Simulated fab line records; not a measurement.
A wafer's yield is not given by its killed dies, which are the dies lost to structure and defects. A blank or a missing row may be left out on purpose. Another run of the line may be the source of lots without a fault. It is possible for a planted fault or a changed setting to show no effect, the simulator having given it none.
fab line records	flow nand_harc
[record] lots = 12	wafers = 36	last_day = 34
route steps=1302 shown A_M0@1161 A_M1@1177 END@1302
lots that met no fault: taken from a fault-free run of the same line
start_h: start of the lot's first displayed wafer, in hours after the record's first day	wait_h: time in hours since the lot's previous step	" identical to the entry in the row above	L1.1+2: several wafers, shown together as one row	- no value, or no start was given	* or withheld: withheld	< > ~ a bound
route shown NAME@n: a module of which the file shows steps, and the number in the route of the first	usual: average and standard deviation across the fault-free wafers	same: alike in all rows	chamber/n: place in a boat	sites: the reading at each site	_std_site: their standard deviation	_edge_site: inner sites' mean taken away from outer sites' mean	radius_mm: for every site, how far away it sits from the centre of the wafer	mask NAME#n: copy n	behind: the most recent tool/chamber to have shaped the wafer	hold: cause of the lot's hold/its duration in hours/its outcome	device: the transistor (n, p or np) that didn't switch	end of line: at the end of the route, the tests of the same wafers	a step given without rows: its recipe and nothing more	killed: dies that structure and defects cost at the first sort, which is not the same as the wafer's yield	map: shows each die of a wafer: x if killed, . if not, _ if none is there
set.NAME: the setting as run; set.NAME@STEP: as run at that earlier step	model.NAME: the simulator's own value behind a step, which no gauge read
steps of the route over a sample of lots; a table a step, a row a wafer
services: when a tool's chamber went out of use (start_h, in hours from the record's first day, below 0 if earlier), for how many hours, and the reason
[[steps]]
[step NHARC_A_M0_ANNEAL_30]
[recipe] temp_c = 225	time_s = 90
[usual] wafer_temp_C_max = 225.94/0.29
lot.wafer	tool	chamber	start_h	wait_h	wafer_temp_C_max
L394.1	rtp_anneal-01	0	524.50	0.3	226.24
L394.3	"	0	"	"	226.07
L394.4	"	0	"	"	226.30
L400.1	rtp_anneal-01	0	584.30	0.3	226.31
L400.4	"	0	"	"	226.25
L400.6	"	0	"	"	226.23
L401.1	rtp_anneal-01	0	610.89	-	225.77
L401.2	"	0	"	"	226.25
L401.4	"	0	"	"	226.32
L402.2	rtp_anneal-01	0	624.11	-	226.15
L402.4	"	0	"	"	225.91
L402.5	"	0	"	"	226.25
L405.1	rtp_anneal-01	0	629.67	0.3	226.05
L405.2	"	0	"	"	225.93
L405.4	"	0	"	"	226.19
L410.3	rtp_anneal-02	0	685.18	0.3	225.78
L410.5	"	0	"	"	225.42
L410.6	"	0	"	"	225.65
L413.2	rtp_anneal-01	0	709.22	0.4	226.29
L413.5	"	0	"	"	226.01
L413.6	"	0	"	"	226.35
L411.1	rtp_anneal-01	0	713.06	0.3	225.92
L411.5	"	0	"	"	226.56
L411.6	"	0	"	"	226.25
L412.2	rtp_anneal-01	0	716.88	-	226.21
L412.3	"	0	"	"	226.10
L412.6	"	0	"	"	226.11
L415.1	rtp_anneal-01	0	729.86	0.3	225.88
L415.3	"	0	"	"	226.09
L415.6	"	0	"	"	226.36
L414.2	rtp_anneal-02	0	732.75	0.3	225.85
L414.3	"	0	"	"	225.63
L414.6	"	0	"	"	226.17
L416.2	rtp_anneal-02	0	764.02	0.3	225.48
L416.5	"	0	"	"	225.84
L416.6	"	0	"	"	225.65
[step NHARC_A_M0_CMP_23]
[recipe] t_overpolish_s = 20	target_thk_nm = 113.75
[usual] motor_current_A = 12.1/1.3	slurry_filter_dp_kPa = 13.49/0.14	time_to_endpoint_s = 29.3/2.9
lot.wafer	tool	chamber	start_h	wait_h	motor_current_A	slurry_filter_dp_kPa	time_to_endpoint_s
L394.4	cmp-03	3	524.85	-	13.2	13.26	28.3
L394.3	"	0	"	"	10.7	13.63	28.0
L394.1	"	2	"	"	11.3	13.48	28.8
L400.1	cmp-02	0	584.67	-	10.2	13.41	27.6
L400.4	"	1	"	"	12.5	13.78	29.5
L400.6	"	0	"	"	10.6	13.38	26.1
L401.1	cmp-01	3	611.24	-	10.8	13.42	25.4
L401.2	"	1	"	"	12.7	13.66	30.3
L401.4	"	2	"	"	13.0	13.70	24.6
L402.2	cmp-01	1	624.43	-	13.3	13.60	27.3
L402.4	"	2	"	"	12.6	13.58	27.7
L402.5	"	1	"	"	12.3	13.49	28.8
L405.1	cmp-01	0	630.02	-	12.8	13.42	25.2
L405.4	"	1	"	"	12.4	13.65	27.2
L405.2	"	2	"	"	12.5	13.64	23.1
L410.3	cmp-03	3	685.50	-	13.0	13.39	29.0
L410.6	"	0	"	"	10.7	13.44	30.7
L410.5	"	1	"	"	11.6	13.52	34.3
L413.2	cmp-01	0	709.59	-	13.1	13.71	31.4
L413.5	"	1	"	"	13.2	13.51	30.2
L413.6	"	2	"	"	12.6	13.61	26.1
L411.1	cmp-02	1	713.49	-	12.4	13.62	33.9
L411.5	"	2	"	"	11.1	13.53	30.7
L411.6	"	3	"	"	14.4	13.50	30.9
L412.2	cmp-03	1	717.20	-	11.5	13.93	33.0
L412.3	"	3	"	"	12.5	13.67	30.4
L412.6	"	0	"	"	10.2	13.37	32.4
L415.3	cmp-01	0	730.27	-	13.1	13.52	30.2
L415.1	"	1	"	"	12.7	13.46	28.0
L415.6	"	3	"	"	10.3	13.25	27.3
L414.3	cmp-01	1	733.04	-	13.1	13.60	32.2
L414.2	"	0	"	"	12.5	13.57	30.6
L414.6	"	2	"	"	12.8	13.47	26.1
L416.2	cmp-02	2	764.31	-	11.5	13.82	32.7
L416.5	"	2	"	"	10.9	13.62	29.8
L416.6	"	3	"	"	15.2	13.39	30.8
[step NHARC_A_M1_PEB_07]
[recipe] peb_temp_c = 100	peb_time_s = 65
[usual] exhaust_pa = 45.0/0.94	heater_power_total_W = 156.6/0.43
lot.wafer	tool	chamber	start_h	wait_h	exhaust_pa	heater_power_total_W
L394.1	litho_track-01	0	526.68	0.1	43.0	156.0
L394.3	"	0	"	"	43.6	157.2
L394.4	"	0	"	"	44.1	157.0
L400.1	litho_track-06	0	586.57	0.1	44.3	156.4
L400.4	"	0	"	"	45.4	156.9
L400.6	"	0	"	"	45.3	157.2
L401.1	litho_track-06	0	612.90	0.1	45.3	169.2
L401.2	"	0	"	"	45.0	169.1
L401.4	"	0	"	"	45.6	169.3
L402.2	litho_track-06	0	626.16	0.1	45.4	168.6
L402.4	"	0	"	"	45.7	169.3
L402.5	"	0	"	"	44.2	156.4
L405.1	litho_track-01	0	631.81	0.1	47.1	155.9
L405.2	"	0	"	"	46.9	156.4
L405.4	"	0	"	"	46.7	157.1
L410.3	litho_track-01	0	687.20	0.0	46.6	155.9
L410.5	"	0	"	"	45.9	157.1
L410.6	"	0	"	"	46.0	156.1
L413.2	litho_track-01	0	711.30	0.1	45.9	157.0
L413.5	"	0	"	"	45.9	157.0
L413.6	"	0	"	"	46.7	156.7
L411.1	litho_track-06	0	715.07	0.1	44.2	156.7
L411.5	"	0	"	"	45.5	156.7
L411.6	"	0	"	"	46.1	156.5
L412.2	litho_track-06	0	718.97	0.1	45.7	156.2
L412.3	"	0	"	"	44.7	157.1
L412.6	"	0	"	"	45.3	156.7
L415.1	litho_track-06	0	731.97	0.1	46.4	156.7
L415.3	"	0	"	"	45.0	156.7
L415.6	"	0	"	"	45.3	156.9
L414.2	litho_track-01	0	734.86	0.1	44.9	156.4
L414.3	"	0	"	"	45.0	157.0
L414.6	"	0	"	"	45.7	156.6
L416.2	litho_track-04	0	766.10	0.1	45.3	156.7
L416.5	"	0	"	"	44.6	156.6
L416.6	"	0	"	"	45.3	155.9
[step NHARC_A_M1_CD_MEAS_09]
[recipe] target_cd_nm = 120	landing_energy_ev = 500
[usual] cd_nm = 119.4/0.98
lot.wafer	tool	chamber	start_h	wait_h	cd_nm
L394.1	cd_sem-03	0	526.76	-	120.4
L394.3	"	0	"	"	120.0
L394.4	"	0	"	"	120.0
L400.1	cd_sem-03	0	586.65	-	118.1
L400.4	"	0	"	"	118.7
L400.6	"	0	"	"	119.1
L401.1	cd_sem-01	0	612.98	-	112.9
L401.2	"	0	"	"	113.7
L401.4	"	0	"	"	112.5
L402.2	cd_sem-02	0	626.24	-	113.6
L402.4	"	0	"	"	114.1
L402.5	"	0	"	"	118.0
L405.1	cd_sem-02	0	631.89	-	120.1
L405.2	"	0	"	"	119.8
L405.4	"	0	"	"	120.4
L410.3	cd_sem-02	0	687.29	-	121.5
L410.5	"	0	"	"	121.3
L410.6	"	0	"	"	120.6
L413.2	cd_sem-02	0	711.38	-	120.6
L413.5	"	0	"	"	121.4
L413.6	"	0	"	"	120.7
L411.1	cd_sem-03	0	715.15	-	118.8
L411.5	"	0	"	"	119.3
L411.6	"	0	"	"	119.1
L412.2	cd_sem-01	0	719.05	-	119.5
L412.3	"	0	"	"	119.8
L412.6	"	0	"	"	119.0
L415.1	cd_sem-02	0	732.05	-	118.2
L415.3	"	0	"	"	119.0
L415.6	"	0	"	"	117.8
L414.2	cd_sem-03	0	734.94	-	119.8
L414.3	"	0	"	"	119.4
L414.6	"	0	"	"	119.6
L416.2	cd_sem-02	0	766.18	-	120.4
L416.5	"	0	"	"	119.7
L416.6	"	0	"	"	120.1
[step NHARC_A_M1_ETCH_28]
[recipe] target_depth_a = 300	over_etch_frac = 0.3	time_s = 72.99	ion_energy_ev = 150	cf4_flow_sccm = 50	n2_flow_sccm = 100	ar_flow_sccm = 150	rf_w = 300	bias_w = 100	chemistry = CF4/N2
[usual] chamber_pressure_mTorr = 30.001/0.03	drypump_motor_current_A = 6.1/0.45	oes_product_au = 0.995/0.015	rf_vpp_V = 314.0/1.8	showerhead_plenum_p_Torr = 2.62/0.089	throttle_valve_pct = 19.794/0.011
lot.wafer	tool	chamber	start_h	wait_h	chamber_pressure_mTorr	drypump_motor_current_A	oes_product_au	rf_hours_counter_h	rf_vpp_V	showerhead_plenum_p_Torr	throttle_valve_pct
L394.1	rie_diel-08	1	-	-	30.015	5.9	0.980	7.7	315.2	2.67	19.796
L394.4	"	2	"	"	30.055	6.5	0.992	7.3	315.4	2.67	19.777
L394.3	"	3	"	"	29.988	6.6	0.997	7.5	311.3	2.45	19.793
L400.4	rie_diel-08	3	-	-	29.923	6.6	1.001	2.9	310.4	2.45	19.803
L400.1	"	0	"	"	30.005	5.7	0.986	2.7	315.2	2.57	19.805
L400.6	"	3	"	"	29.951	6.6	0.998	-	309.8	2.45	19.801
L401.2	rie_diel-07	3	-	-	29.977	5.7	0.983	3.1	314.5	2.67	19.784
L401.1	"	1	"	"	30.000	5.0	0.989	3.4	315.7	2.71	19.783
L401.4	"	2	"	"	30.021	6.1	0.998	3.5	311.5	2.48	19.794
L402.2	rie_diel-07	1	-	-	30.015	5.0	0.980	3.5	314.4	2.71	19.806
L402.4	"	2	"	"	29.959	6.0	0.985	3.7	311.6	2.48	19.787
L402.5	"	1	"	"	30.038	5.0	0.987	-	316.4	2.71	19.799
L405.1	rie_diel-08	1	-	-	30.056	5.9	0.991	3.5	314.2	2.67	19.777
L405.2	"	2	"	"	29.957	6.6	0.966	3.9	316.4	2.67	19.806
L405.4	"	3	"	"	29.971	6.6	1.004	4.3	312.2	2.45	19.774
L410.3	rie_diel-08	1	-	-	30.007	5.9	1.003	7.5	314.9	2.67	19.798
L410.6	"	2	"	"	30.023	6.6	0.996	-	314.3	2.67	19.797
L410.5	"	3	"	"	30.028	6.6	1.015	-	312.0	2.45	19.790
L413.2	rie_diel-12	3	-	-	30.016	6.3	1.011	4.6	313.8	2.65	19.797
L413.6	"	0	"	"	30.015	6.0	1.011	-	314.5	2.70	19.794
L413.5	"	1	"	"	29.995	6.5	0.992	-	312.7	2.61	19.817
L411.1	rie_diel-12	1	-	-	29.985	6.5	0.979	5.0	313.9	2.61	19.820
L411.5	"	2	"	"	30.015	5.8	1.019	-	314.6	2.60	19.795
L411.6	"	3	"	"	30.007	6.3	1.012	-	314.8	2.65	19.816
L412.3	rie_diel-08	3	-	-	29.983	6.6	1.003	9.5	310.2	2.45	19.800
L412.2	"	1	"	"	29.967	5.9	1.001	9.3	314.8	2.67	19.798
L412.6	"	0	"	"	30.066	5.7	0.981	-	313.8	2.57	19.797
L415.3	rie_diel-08	3	-	-	30.012	6.6	1.015	0.2	310.8	2.45	19.803
L415.1	"	0	"	"	30.013	5.7	0.980	0.1	314.9	2.57	19.796
L415.6	"	0	"	"	29.990	5.7	0.971	-	312.8	2.57	19.791
L414.3	rie_diel-12	1	-	-	29.973	6.5	0.974	6.4	314.3	2.61	19.812
L414.2	"	2	"	"	30.003	5.7	1.025	6.1	311.8	2.60	19.778
L414.6	"	1	"	"	30.016	6.5	0.977	-	313.6	2.61	19.782
L416.2	rie_diel-12	1	-	-	30.040	6.5	0.975	7.5	313.5	2.60	19.795
L416.6	"	3	"	"	29.999	6.3	1.014	-	313.2	2.65	19.784
L416.5	"	1	"	"	29.981	6.6	0.969	-	314.6	2.60	19.791
[step NHARC_END_SORT_01]
[recipe] temp_c = 25
[usual] defect_limited_yield = 90.7/2.7	killed_at_array = 58/19	killed_at_other = 1.1/1.2	killed_at_periphery = 3.8/2.4	killed_dies = 63/18	killed_open = 3.3/1.8	killed_short = 2.2/1.6
[same] gross_dies = 677
lot.wafer	tool	chamber	start_h	wait_h	defect_limited_yield[%]	killed_at_array	killed_at_other	killed_at_periphery	killed_dies	killed_open	killed_short
L394.1	prober-01	0	562.27	2.5	93.6	41	1	1	43	4	2
L394.3	prober-01	0	563.87	3.1	93.1	46	0	1	47	1	3
L394.4	prober-01	0	564.67	3.4	92.6	47	0	3	50	7	2
L401.1	prober-02	0	650.16	2.5	89.8	63	2	4	69	4	3
L401.2	prober-02	0	650.97	2.8	92.6	45	2	3	50	5	2
L401.4	prober-02	0	652.58	3.4	89.1	72	0	2	74	4	3
L402.2	prober-01	0	661.85	2.8	95.9	22	0	6	28	6	2
L402.4	prober-01	0	663.45	3.4	95.4	21	1	9	31	3	3
L402.5	prober-01	0	664.24	3.7	96.8	20	0	2	22	2	3
L410.3	prober-01	0	725.14	3.1	86.9	82	4	3	89	3	5
L410.5	prober-01	0	726.72	3.7	90.1	64	0	3	67	4	2
L410.6	prober-01	0	727.51	4.0	90.5	55	3	6	64	2	1
L413.2	prober-02	0	748.84	2.8	89.5	64	1	6	71	2	6
L413.5	prober-02	0	751.24	3.7	90.3	63	0	3	66	0	1
L413.6	prober-02	0	752.04	4.0	90.0	66	0	2	68	2	1
L412.2	prober-01	0	752.12	2.8	94.7	27	0	9	36	2	6
L412.3	prober-01	0	752.92	3.1	93.9	27	1	13	41	3	4
L412.6	prober-01	0	755.31	4.0	94.8	28	0	7	35	2	2
L411.5	prober-01	0	762.33	3.7	88.9	71	1	3	75	4	5
L414.2	prober-02	0	771.92	2.8	89.7	65	0	5	70	4	4
L414.3	prober-02	0	772.72	3.1	89.8	63	1	5	69	4	4
L414.6	prober-02	0	775.13	4.0	90.0	65	1	2	68	2	2
// killed by level:class
L394.1 A_SLIT:chamber_film_flake=18 A_CHANNEL_HOLE_D2:chamber_film_flake=9 A_WL_FILL:chamber_film_flake=3 A_CHANNEL_HOLE_D1:chamber_film_flake=2 A_STAIRCASE:chamber_film_flake=2 A_CONTACT:chamber_film_flake=2 A_ONON_D1:geometric_particle:open=1 A_CHANNEL_FILL_D1:geometric_particle:open=1
L394.3 A_SLIT:chamber_film_flake=26 A_CONTACT:chamber_film_flake=8 A_CHANNEL_HOLE_D2:chamber_film_flake=5 A_SOURCE_PLATE:geometric_particle:short=1 A_ONON_D1:geometric_particle:open=1 A_DECK1_JOINT:geometric_particle:short=1 A_CHANNEL_FILL_D2:geometric_particle:short=1 P_ZERO_WELL:chamber_film_flake=1
L394.4 A_SLIT:chamber_film_flake=20 A_CHANNEL_HOLE_D2:chamber_film_flake=8 A_CONTACT:chamber_film_flake=5 A_WL_FILL:chamber_film_flake=3 A_CHANNEL_HOLE_D1:geometric_particle:open=2 A_CHANNEL_FILL_D2:geometric_particle:open=2 A_CHANNEL_HOLE_D1:chamber_film_flake=2 P_M1:geometric_particle:short=1
L401.1 A_CHANNEL_HOLE_D1:chamber_film_flake=30 A_CHANNEL_HOLE_D2:chamber_film_flake=23 A_SLIT:chamber_film_flake=2 P_STI:geometric_particle:short=1 P_M2:geometric_particle:open=1 A_ONON_D1:geometric_particle:short=1 A_DECK1_JOINT:geometric_particle:open=1 A_DECK1_JOINT:geometric_particle:short=1
L401.2 A_CHANNEL_HOLE_D1:chamber_film_flake=24 A_CHANNEL_HOLE_D2:chamber_film_flake=13 A_CHANNEL_FILL_D2:geometric_particle:open=2 THIN_TSV:chamber_film_flake=2 P_STI:geometric_particle:open=1 A_ONON_D2:geometric_particle:short=1 A_WL_FILL:geometric_particle:short=1 A_WL_FILL:geometric_particle:open=1
L401.4 A_CHANNEL_HOLE_D1:chamber_film_flake=33 A_CHANNEL_HOLE_D2:chamber_film_flake=24 A_CONTACT:chamber_film_flake=4 A_SLIT:chamber_film_flake=2 P_CONTACT:geometric_particle:open=1 P_M1:geometric_particle:open=1 A_DECK1_JOINT:geometric_particle:short=1 A_ONON_D2:geometric_particle:open=1
L402.2 A_CHANNEL_HOLE_D1:chamber_film_flake=9 P_CONTACT:geometric_particle:open=3 A_CONTACT:chamber_film_flake=3 P_GATE:chamber_film_flake=2 A_CHANNEL_HOLE_D2:unspecified=2 A_STAIRCASE:chamber_film_flake=2 A_CHANNEL_FILL_D1:geometric_particle:short=1 A_CHANNEL_FILL_D2:geometric_particle:open=1
L402.4 P_GATE:chamber_film_flake=8 A_CHANNEL_HOLE_D1:chamber_film_flake=5 A_SLIT:chamber_film_flake=5 A_CONTACT:chamber_film_flake=3 A_CHANNEL_FILL_D2:geometric_particle:short=2 A_DECK1_JOINT:geometric_particle:open=1 A_ONON_D2:geometric_particle:open=1 A_SGD_CUT:geometric_particle:open=1
L402.5 A_CHANNEL_HOLE_D1:chamber_film_flake=10 A_SLIT:chamber_film_flake=4 A_ONON_D2:geometric_particle:short=2 A_CHANNEL_HOLE_D2:unspecified=2 P_GATE:geometric_particle:short=1 A_CHANNEL_FILL_D2:geometric_particle:open=1 A_BLC:geometric_particle:open=1 P_GATE:chamber_film_flake=1
L410.3 A_SLIT:chamber_film_flake=41 A_CONTACT:chamber_film_flake=13 A_STAIRCASE:chamber_film_flake=9 A_CHANNEL_HOLE_D1:chamber_film_flake=8 A_CHANNEL_HOLE_D2:chamber_film_flake=3 THIN_TSV:chamber_film_flake=3 A_WL_FILL:geometric_particle:short=2 P_CONTACT:chamber_film_flake=2
L410.5 A_SLIT:chamber_film_flake=30 A_CHANNEL_HOLE_D1:chamber_film_flake=10 A_CONTACT:chamber_film_flake=7 A_CHANNEL_HOLE_D2:chamber_film_flake=5 A_STAIRCASE:chamber_film_flake=4 P_M2:chamber_film_flake=2 A_DECK1_JOINT:chamber_film_flake=2 P_M0:geometric_particle:open=1
L410.6 A_SLIT:chamber_film_flake=26 A_CONTACT:chamber_film_flake=9 A_CHANNEL_HOLE_D1:chamber_film_flake=6 A_STAIRCASE:chamber_film_flake=6 A_CHANNEL_HOLE_D2:chamber_film_flake=4 P_CONTACT:chamber_film_flake=3 THIN_TSV:chamber_film_flake=3 P_CONTACT:geometric_particle:open=1
L413.2 A_SLIT:chamber_film_flake=29 A_CHANNEL_HOLE_D1:chamber_film_flake=13 A_STAIRCASE:chamber_film_flake=6 A_CONTACT:chamber_film_flake=5 A_CHANNEL_FILL_D1:chamber_film_flake=4 P_STI:chamber_film_flake=3 P_CONTACT:geometric_particle:open=1 P_M0:geometric_particle:short=1
L413.5 A_SLIT:chamber_film_flake=35 A_CHANNEL_HOLE_D1:chamber_film_flake=12 A_CONTACT:chamber_film_flake=6 A_STAIRCASE:chamber_film_flake=4 P_STI:chamber_film_flake=3 A_DECK1_JOINT:chamber_film_flake=2 A_WL_FILL:geometric_particle:short=1 A_CHANNEL_FILL_D1:chamber_film_flake=1
L413.6 A_SLIT:chamber_film_flake=31 A_CHANNEL_HOLE_D1:chamber_film_flake=13 A_STAIRCASE:chamber_film_flake=7 A_CONTACT:chamber_film_flake=4 A_WL_FILL:chamber_film_flake=3 A_DECK1_JOINT:chamber_film_flake=2 A_CHANNEL_FILL_D1:chamber_film_flake=2 A_ONON_D1:geometric_particle:open=1
L412.2 A_CHANNEL_HOLE_D1:chamber_film_flake=9 P_CONTACT:chamber_film_flake=6 A_SLIT:chamber_film_flake=5 A_CONTACT:chamber_film_flake=4 P_GATE:geometric_particle:open=1 P_CONTACT:geometric_particle:short=1 A_ONON_D1:geometric_particle:open=1 A_CHANNEL_FILL_D1:geometric_particle:short=1
L412.3 A_CHANNEL_HOLE_D1:chamber_film_flake=12 P_CONTACT:chamber_film_flake=8 A_STAIRCASE:chamber_film_flake=5 A_SLIT:chamber_film_flake=3 P_M0:geometric_particle:open=2 P_ZERO_WELL:chamber_film_flake=2 A_CONTACT:chamber_film_flake=2 P_CONTACT:geometric_particle:short=1
L412.6 A_CHANNEL_HOLE_D1:chamber_film_flake=11 A_SLIT:chamber_film_flake=8 P_CONTACT:chamber_film_flake=3 P_ZERO_WELL:chamber_film_flake=2 A_WL_FILL:chamber_film_flake=2 A_CONTACT:chamber_film_flake=2 P_M2:geometric_particle:short=1 A_ONON_D1:geometric_particle:open=1
L411.5 A_CHANNEL_HOLE_D2:chamber_film_flake=24 A_CHANNEL_HOLE_D1:chamber_film_flake=10 A_CONTACT:chamber_film_flake=10 A_STAIRCASE:chamber_film_flake=8 A_SLIT:chamber_film_flake=8 A_WL_FILL:geometric_particle:short=2 A_ZERO_WELL:chamber_film_flake=2 P_CONTACT:geometric_particle:short=1
L414.2 A_CHANNEL_HOLE_D2:chamber_film_flake=32 A_CHANNEL_HOLE_D1:chamber_film_flake=11 A_SLIT:chamber_film_flake=7 A_CONTACT:chamber_film_flake=4 A_WL_FILL:geometric_particle:short=2 A_M0:geometric_particle:open=2 P_GATE:chamber_film_flake=2 A_STAIRCASE:chamber_film_flake=2
L414.3 A_CHANNEL_HOLE_D2:chamber_film_flake=28 A_CHANNEL_HOLE_D1:chamber_film_flake=15 A_SLIT:chamber_film_flake=6 A_STAIRCASE:chamber_film_flake=4 A_ONON_D1:geometric_particle:open=2 P_M1:chamber_film_flake=2 A_CONTACT:chamber_film_flake=2 P_M0:geometric_particle:short=1
L414.6 A_CHANNEL_HOLE_D2:chamber_film_flake=30 A_CHANNEL_HOLE_D1:chamber_film_flake=15 A_SLIT:chamber_film_flake=7 A_CONTACT:chamber_film_flake=5 A_WL_FILL:geometric_particle:short=2 P_ZERO_WELL:chamber_film_flake=2 A_STAIRCASE:chamber_film_flake=2 A_WL_FILL:geometric_particle:open=1
[[services]]
tool	chamber	start_h	hours	kind
litho_track-01	-	505.00	7.0	pm
cmp-01	-	506.45	0.5	repair
litho_track-06	-	529.00	7.0	pm
cmp-01	-	542.16	1.2	repair
cmp-01	-	544.58	0.5	repair
rie_diel-08	-	544.80	9.0	pm
cmp-01	-	585.53	4.0	pm
rie_diel-08	-	598.89	2.6	repair
rie_diel-12	-	622.46	9.0	pm
cmp-01	-	637.78	1.4	repair
rie_diel-12	0	651.99	9.6	repair
cmp-01	-	657.51	2.7	repair
rie_diel-12	1	662.88	5.0	repair
rie_diel-12	-	663.60	10.2	repair
litho_track-01	-	680.00	7.0	pm
rie_diel-12	0	683.22	1.2	repair
cmp-01	-	683.53	4.0	pm
rie_diel-12	2	686.26	6.7	repair
litho_track-06	-	704.00	7.0	pm
cmp-01	-	719.60	2.3	repair
rie_diel-08	-	721.80	9.0	pm
cmp-01	-	757.71	0.7	repair
rie_diel-08	-	757.80	0.6	repair
rie_diel-12	0	759.12	10.7	repair
[[key]]
[first_sign] step = NHARC_A_M1_PEB_07	reading = heater_power_total_W	direction = up	sigmas = 29	usual = *	struck = *
[effect] step = NHARC_A_M1_CD_MEAS_09	reading = cd_nm	direction = down	sigmas = 6.2	usual = 119.4	struck = 113.3
met_at NHARC_A_M1_PEB_07
struck_lots L401,L402
struck_wafers L401.1,L401.2,L401.4,L402.2,L402.4
not_acting_at NHARC_A_M0_ANNEAL_30,NHARC_A_M0_CMP_23,NHARC_A_M1_ETCH_28
onset_between 586.57 612.90
[fault] kind = process_parameter_drift	tool = litho_track-06	chamber = -	onset_h = 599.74	steps = NHARC_A_M1_PEB_07	channel = peb_time_s	offset = *	shape = step	end_h = 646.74	scope = struck_wafers_only	acts_in = *	stated = *
